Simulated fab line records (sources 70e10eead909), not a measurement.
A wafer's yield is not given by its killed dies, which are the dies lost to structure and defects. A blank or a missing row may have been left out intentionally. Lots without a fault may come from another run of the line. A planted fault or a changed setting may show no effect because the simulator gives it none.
fab line records	flow nand-harc
[record] lots = 12	wafers = 36	last-day = 26
route steps=1159 shown P_GATE@143 END@1159
lots with no fault: from the same line, run without faults
start-h: hours from the record's first day to the start of the lot's first wafer shown	wait-h: hours elapsed since this lot's preceding step	" same as the row above	L1.1+2: a row that stands for several wafers	- either no value or no given start	* or withheld: withheld	< > ~ a bound
route shown NAME@n: names a module that has steps shown in the file, with the first one's number in the route	usual: mean/standard deviation taken from wafers without a fault	same: alike in all rows	chamber/n: place in a boat	sites: the reading at each site	_std_site: the values' standard deviation	_edge_site: mean of outer sites minus mean of inner sites	radius-mm: for every site, how far away it sits from the centre of the wafer	mask NAME#n: copy n	behind: the tool/chamber that last shaped the wafer	hold: what put the lot on hold/how long, in hours/how the hold closed	device: the n, p or np transistor that did not switch	end of line: the route-end tests of the same wafers	a step given without rows: its recipe and nothing more	killed: not the wafer's yield, but the dies lost to structure and defects at the first sort	map: a wafer's dies, marking killed ones x, the rest . and places with no die _
set.NAME: the setting that was run; set.NAME@STEP: the one run at that earlier step	model.NAME: the simulator's own value behind a step, which no gauge read
route steps across a sampled set of lots; one table per step, one row per wafer
services: from which hour (start-h, from the record's first day; less than 0 if before it) a tool's chamber was out of use, for how many hours, and why
[[steps]]
[step NHARC_P_GATE_INSPECT_28]
[usual] raw-defect-count = 6/3.7
lot.wafer	tool	chamber	start-h	wait-h	raw-defect-count
L923.3	defect-inspect-02	-	87.07	0.0	10
L923.4	"	-	"	"	11
L923.5	"	-	"	"	6
L925.1	defect-inspect-02	-	106.43	0.0	5
L925.2	"	-	"	"	5
L925.5	"	-	"	"	4
L926.1	defect-inspect-01	-	118.78	0.0	13
L926.3	"	-	"	"	8
L926.5	"	-	"	"	7
L928.1	defect-inspect-02	-	119.17	0.0	16
L928.2	"	-	"	"	14
L928.6	"	-	"	"	7
L927.2	defect-inspect-02	-	119.63	0.0	4
L927.5	"	-	"	"	6
L927.6	"	-	"	"	4
L930.2	defect-inspect-01	-	137.51	0.0	8
L930.3	"	-	"	"	1
L930.4	"	-	"	"	6
L931.2	defect-inspect-02	-	149.25	0.0	4
L931.3	"	-	"	"	7
L931.6	"	-	"	"	6
L935.1	defect-inspect-01	-	182.27	0.0	10
L935.2	"	-	"	"	6
L935.6	"	-	"	"	8
L943.1	defect-inspect-01	-	209.71	0.0	3
L943.2	"	-	"	"	8
L943.3	"	-	"	"	8
L944.1	defect-inspect-02	-	215.08	0.0	3
L944.4	"	-	"	"	4
L944.5	"	-	"	"	4
L945.1	defect-inspect-02	-	215.24	0.0	4
L945.2	"	-	"	"	7
L945.4	"	-	"	"	2
L946.2	defect-inspect-02	-	226.33	0.0	4
L946.3	"	-	"	"	7
L946.5	"	-	"	"	7
[step NHARC_P_GATE_ETCHBACK_37]
[recipe] target-depth-a = 345	time-s = 17.2	chf3-flow-sccm = 50	o2-flow-sccm = 10	ar-flow-sccm = 200	rf-w = 500	bias-w = 200	chemistry = CHF3/O2
[usual] chf3-flow-sccm = 50.01/0.14	drypump-motor-current-A = 5.7/0.47	oes-product-au = 0.95/0.033	rf-vpp-V = 369.8/2.5	showerhead-plenum-p-Torr = 2.36/0.1	throttle-valve-pct = 20.573/0.0092
lot.wafer	tool	chamber	start-h	wait-h	chf3-flow-sccm	drypump-motor-current-A	oes-product-au	rf-hours-counter-h	rf-vpp-V	showerhead-plenum-p-Torr	throttle-valve-pct
L923.4	rie-diel-11	0	-	-	49.91	5.9	0.99	28	366.3	2.28	20.571
L923.3	"	2	"	"	49.83	6.0	1.00	27	371.0	2.40	20.569
L923.5	"	3	"	"	49.67	4.8	0.98	-	366.9	2.31	20.566
L925.1	rie-diel-11	0	-	-	50.00	5.9	0.93	35	367.1	2.28	20.581
L925.2	"	3	"	"	50.04	4.8	0.93	35	369.0	2.31	20.571
L925.5	"	1	"	"	50.03	6.4	0.92	-	370.4	2.37	20.571
L928.2	rie-diel-13	2	-	-	50.29	6.2	0.95	4	366.7	2.24	20.569
L928.1	"	0	"	"	49.84	5.1	0.94	4	368.1	2.30	20.582
L928.6	"	1	"	"	50.09	6.0	0.94	-	371.4	2.45	20.561
L926.1	rie-diel-11	2	-	-	49.90	6.0	0.94	39	370.7	2.40	20.580
L926.3	"	0	"	"	50.09	5.9	0.93	39	367.3	2.27	20.566
L926.5	"	3	"	"	49.71	4.8	0.92	-	367.4	2.30	20.564
L927.2	rie-diel-11	3	-	-	50.02	4.8	1.00	40	367.8	2.30	20.576
L927.6	"	3	"	"	49.99	4.8	0.99	-	368.5	2.30	20.571
L927.5	"	0	"	"	50.11	5.9	1.01	-	368.0	2.27	20.584
L930.2	rie-diel-13	1	-	-	50.08	6.1	0.93	7	371.1	2.44	20.568
L930.4	"	3	"	"	50.16	5.6	0.93	7	373.3	2.51	20.572
L930.3	"	0	"	"	49.94	5.1	0.94	7	367.5	2.30	20.570
L931.3	rie-diel-13	1	-	-	49.91	6.1	0.93	10	372.7	2.44	20.574
L931.2	"	3	"	"	50.21	5.6	0.95	10	371.5	2.51	20.566
L931.6	"	1	"	"	50.02	6.1	0.93	-	371.5	2.44	20.565
L935.2	rie-diel-08	3	-	-	49.97	5.1	0.99	20	370.6	2.33	20.574
L935.1	"	2	"	"	49.83	4.9	1.00	21	373.7	2.54	20.580
L935.6	"	3	"	"	50.02	5.1	0.99	-	368.8	2.33	20.567
L943.1	rie-diel-13	2	-	-	49.91	6.2	0.95	17	365.9	2.23	20.581
L943.3	"	3	"	"	50.07	5.6	0.93	17	372.9	2.50	20.567
L943.2	"	1	"	"	49.82	6.1	0.93	17	371.5	2.44	20.580
L944.1	rie-diel-13	2	-	-	50.26	6.2	0.95	18	367.8	2.23	20.567
L944.4	"	3	"	"	50.07	5.6	0.94	18	372.3	2.50	20.577
L944.5	"	3	"	"	50.11	5.6	0.93	-	372.6	2.50	20.576
L945.2	rie-diel-13	3	-	-	49.93	5.6	1.00	18	372.9	2.50	20.558
L945.4	"	0	"	"	50.01	5.1	1.01	17	368.0	2.29	20.557
L945.1	"	1	"	"	49.93	6.1	1.01	18	370.5	2.44	20.580
L946.2	rie-diel-13	1	-	-	50.06	6.0	0.93	19	370.6	2.44	20.587
L946.3	"	3	"	"	49.97	5.6	0.94	19	372.0	2.50	20.572
L946.5	"	1	"	"	50.04	6.0	0.93	-	371.2	2.44	20.566
[step NHARC_P_GATE_EXPOSE_56]
[recipe] na = 0.6	target-cd-nm = 720	dose-mj = 14.81	mask-id = P_PSD
lot.wafer	tool	chamber	start-h	wait-h	mask
L923.3+4+5	krf-scanner-03	0	100.80	-	P_PSD#0
L925.1+2+5	krf-scanner-02	0	123.07	-	P_PSD#0
L928.1+2+6	krf-scanner-03	0	132.71	-	P_PSD#0
L926.1+3+5	krf-scanner-03	0	134.81	-	P_PSD#0
L927.2+5+6	krf-scanner-01	0	135.34	-	P_PSD#0
L930.2+3+4	krf-scanner-01	0	150.78	-	P_PSD#0
L931.2+3+6	krf-scanner-01	0	163.08	-	P_PSD#0
L935.1+2+6	krf-scanner-03	0	195.77	-	P_PSD_R1#0
L943.1+2+3	krf-scanner-03	0	223.12	-	P_PSD#0
L944.1+4+5	krf-scanner-01	0	228.77	-	P_PSD#0
L945.1+2+4	krf-scanner-03	0	229.78	-	P_PSD#0
L946.2+3+5	krf-scanner-01	0	239.78	-	P_PSD#0
[step NHARC_P_GATE_CD_MEAS_59]
[recipe] target-cd-nm = 720	landing-energy-ev = 500
[usual] cd-nm = 720.9/2
lot.wafer	tool	chamber	start-h	wait-h	cd-nm
L923.3	cd-sem-01	0	100.96	-	721.1
L923.4	"	0	"	"	721.1
L923.5	"	0	"	"	721.8
L925.1	cd-sem-03	0	123.22	-	722.5
L925.2	"	0	"	"	720.1
L925.5	"	0	"	"	720.0
L928.1	cd-sem-01	0	132.87	-	722.1
L928.2	"	0	"	"	721.3
L928.6	"	0	"	"	720.6
L926.1	cd-sem-01	0	134.97	-	718.8
L926.3	"	0	"	"	721.2
L926.5	"	0	"	"	719.7
L927.2	cd-sem-02	0	135.50	-	722.3
L927.5	"	0	"	"	722.2
L927.6	"	0	"	"	721.0
L930.2	cd-sem-02	0	150.94	-	721.5
L930.3	"	0	"	"	722.4
L930.4	"	0	"	"	722.8
L931.2	cd-sem-03	0	163.24	-	723.2
L931.3	"	0	"	"	717.6
L931.6	"	0	"	"	721.4
L935.1	cd-sem-03	0	195.92	-	777.5
L935.2	"	0	"	"	777.8
L935.6	"	0	"	"	779.0
L943.1	cd-sem-02	0	223.27	-	721.0
L943.2	"	0	"	"	722.1
L943.3	"	0	"	"	722.6
L944.1	cd-sem-01	0	228.93	-	719.1
L944.4	"	0	"	"	718.5
L944.5	"	0	"	"	718.4
L945.1	cd-sem-01	0	229.95	-	720.5
L945.2	"	0	"	"	725.3
L945.4	"	0	"	"	720.3
L946.2	cd-sem-01	0	239.93	-	721.4
L946.3	"	0	"	"	720.6
L946.5	"	0	"	"	717.6
[step NHARC_P_GATE_DESCUM_61]
[recipe] time-s = 3	o2-flow-sccm = 200	ar-flow-sccm = 0	bias-power-w = 0	chemistry = O2
[usual] drypump-motor-current-A = 5.6/0.49	oes-product-au = 1.005/0.01	rf-vpp-V = 57.7/0.76	showerhead-plenum-p-Torr = 1.89/0.089	throttle-valve-pct = 11.309/0.0093
lot.wafer	tool	chamber	start-h	wait-h	drypump-motor-current-A	oes-product-au	rf-hours-counter-h	rf-vpp-V	showerhead-plenum-p-Torr	throttle-valve-pct
L923.4	rie-diel-08	2	101.14	-	4.9	1.001	50	58.2	2.04	11.315
L923.3	"	3	"	"	5.1	1.008	49	58.0	1.86	11.302
L923.5	"	0	"	"	5.7	0.999	-	58.4	1.78	11.303
L925.1	rie-diel-11	1	123.38	-	6.4	0.991	35	57.5	1.89	11.308
L925.2	"	0	"	"	5.9	0.996	36	56.5	1.81	11.304
L925.5	"	1	"	"	6.4	0.994	-	57.9	1.89	11.305
L928.1	rie-diel-13	2	133.04	-	6.3	1.014	5	56.9	1.78	11.314
L928.2	"	3	"	"	5.6	1.015	5	58.6	2.00	11.310
L928.6	"	1	"	"	6.1	1.012	-	56.8	1.95	11.314
L926.3	rie-diel-13	1	135.14	-	6.1	1.000	5	57.8	1.95	11.298
L926.1	"	3	"	"	5.6	1.011	5	58.3	2.00	11.307
L926.5	"	1	"	"	6.0	1.010	-	57.3	1.95	11.326
L927.2	rie-diel-11	3	135.68	-	4.8	1.000	42	58.4	1.83	11.301
L927.6	"	1	"	"	6.4	0.994	-	57.8	1.89	11.328
L927.5	"	2	"	"	6.0	1.001	-	58.1	1.91	11.295
L930.2	rie-diel-13	2	151.09	-	6.2	1.023	8	57.4	1.78	11.310
L930.4	"	0	"	"	5.1	1.004	8	57.7	1.82	11.312
L930.3	"	1	"	"	6.1	1.009	8	58.6	1.95	11.302
L931.2	rie-diel-13	0	163.40	-	5.1	0.993	10	57.7	1.82	11.312
L931.3	"	2	"	"	6.2	1.010	10	57.7	1.78	11.302
L931.6	"	1	"	"	6.1	0.998	-	58.3	1.95	11.319
L935.1	rie-diel-13	1	196.47	-	6.0	0.987	14	57.7	1.95	11.316
L935.2	"	2	"	"	6.2	1.019	14	57.8	1.78	11.318
L935.6	"	3	"	"	5.6	1.002	-	58.2	2.00	11.305
L943.1	rie-diel-08	3	223.43	-	5.1	0.997	34	57.1	1.85	11.309
L943.3	"	0	"	"	5.7	1.007	31	56.6	1.77	11.314
L943.2	"	1	"	"	5.4	0.996	33	56.9	1.98	11.317
L944.1	rie-diel-08	2	229.09	-	4.8	0.997	38	58.3	2.02	11.326
L944.4	"	3	"	"	5.1	1.000	36	58.8	1.85	11.307
L944.5	"	3	"	"	5.1	1.007	-	57.6	1.85	11.321
L945.2	rie-diel-08	2	230.13	-	4.9	0.989	38	59.0	2.02	11.309
L945.1	"	3	"	"	5.1	0.989	36	57.1	1.85	11.305
L945.4	"	0	"	"	5.7	1.017	33	56.9	1.77	11.313
L946.3	rie-diel-13	0	240.14	-	5.1	0.993	19	58.0	1.82	11.302
L946.2	"	1	"	"	6.0	1.002	20	57.7	1.94	11.297
L946.5	"	2	"	"	6.3	1.024	-	56.7	1.77	11.314
[step NHARC_END_SORT_01]
[recipe] temp-c = 25
[usual] killed-at-array = 27/12	killed-at-other = 0.5/0.9	killed-at-periphery = 3.7/2.7	killed-dies = 31/12	killed-open = 3.3/2	killed-short = 2.0/1.4
[same] gross-dies = 677
lot.wafer	tool	chamber	start-h	wait-h	killed-at-array	killed-at-other	killed-at-periphery	killed-dies	killed-open	killed-short
L935.1	prober-01	0	601.93	2.5	15	1	1	17	4	2
L935.2	prober-01	0	602.73	2.8	10	2	9	21	4	3
L935.6	prober-01	0	605.93	4.0	19	1	3	23	10	4
// killed by level:class
L935.1 A_CONTACT:chamber-film-flake=4 A_STAIRCASE:chamber-film-flake=3 A_CHANNEL_FILL_D1:chamber-film-flake=2 P_CONTACT:geometric-particle:open=1 A_SOURCE_PLATE:geometric-particle:open=1 A_ONON_D1:geometric-particle:short=1 A_CONTACT:geometric-particle:open=1 A_CONTACT:geometric-particle:short=1
L935.2 A_CHANNEL_HOLE_D1:chamber-film-flake=4 P_GATE:area-expose=3 P_M0:geometric-particle:short=2 A_CONTACT:chamber-film-flake=2 THIN_TSV:chamber-film-flake=2 P_GATE:geometric-particle:open=1 P_CONTACT:geometric-particle:open=1 P_M2:geometric-particle:open=1
L935.6 A_CONTACT:chamber-film-flake=5 A_CONTACT:geometric-particle:open=3 A_CHANNEL_FILL_D1:geometric-particle:open=2 A_CHANNEL_HOLE_D1:chamber-film-flake=2 P_M0:geometric-particle:open=1 P_M1:geometric-particle:open=1 A_ONON_D1:geometric-particle:open=1 A_CHANNEL_FILL_D1:geometric-particle:short=1
[[services]]
tool	chamber	start-h	hours	kind
rie-diel-13	0	78.20	-	clean
rie-diel-13	1	78.20	-	clean
rie-diel-13	2	78.20	-	clean
rie-diel-13	3	78.20	-	clean
krf-scanner-01	-	84.00	4.0	pm
krf-scanner-03	-	97.92	0.3	repair
rie-diel-13	-	99.06	9.0	pm
rie-diel-13	0	99.06	9.0	vent-cycle
rie-diel-13	1	99.06	9.0	vent-cycle
rie-diel-13	2	99.06	9.0	vent-cycle
rie-diel-13	3	99.06	9.0	vent-cycle
krf-scanner-02	-	106.75	0.8	repair
rie-diel-13	0	108.06	-	clean
rie-diel-08	-	124.80	9.0	pm
rie-diel-08	2	146.82	5.8	repair
rie-diel-08	3	149.11	11.9	repair
krf-scanner-03	-	157.18	0.8	repair
krf-scanner-03	-	168.00	4.0	pm
rie-diel-11	-	190.89	9.0	pm
rie-diel-08	0	199.78	14.0	repair
krf-scanner-02	-	210.00	4.0	pm
krf-scanner-01	-	214.94	1.6	repair
rie-diel-13	0	220.03	3.6	repair
krf-scanner-03	-	226.22	0.7	repair
[[key]]
[first-sign] step = NHARC_P_GATE_EXPOSE_56	reading = mask	direction = changed
[effect] step = NHARC_P_GATE_CD_MEAS_59	reading = cd-nm	direction = up	sigmas = 29	usual = 720.9	struck = 778.1
met-at NHARC_P_GATE_EXPOSE_56
struck-lots L935
tester-left-out L935
not-acting-at NHARC_P_GATE_INSPECT_28,NHARC_P_GATE_ETCHBACK_37,NHARC_P_GATE_DESCUM_61
onset-between 134.81 195.77
[fault] kind = wrong-mask	tool = any	chamber = -	onset-h = 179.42	steps = NHARC_P_GATE_EXPOSE_56	aux-copy = P_PSD_R1#0	cd-offset-nm = 59.207	scope = struck-lots-only
// tester-left-out: of these lots the tester's yield and bins aren't shown, on N5 and GAA mostly nor the transistor test; their killed dies are dies lost to structure and defects alone, not to doping, threshold or leakage, so they don't give the yield
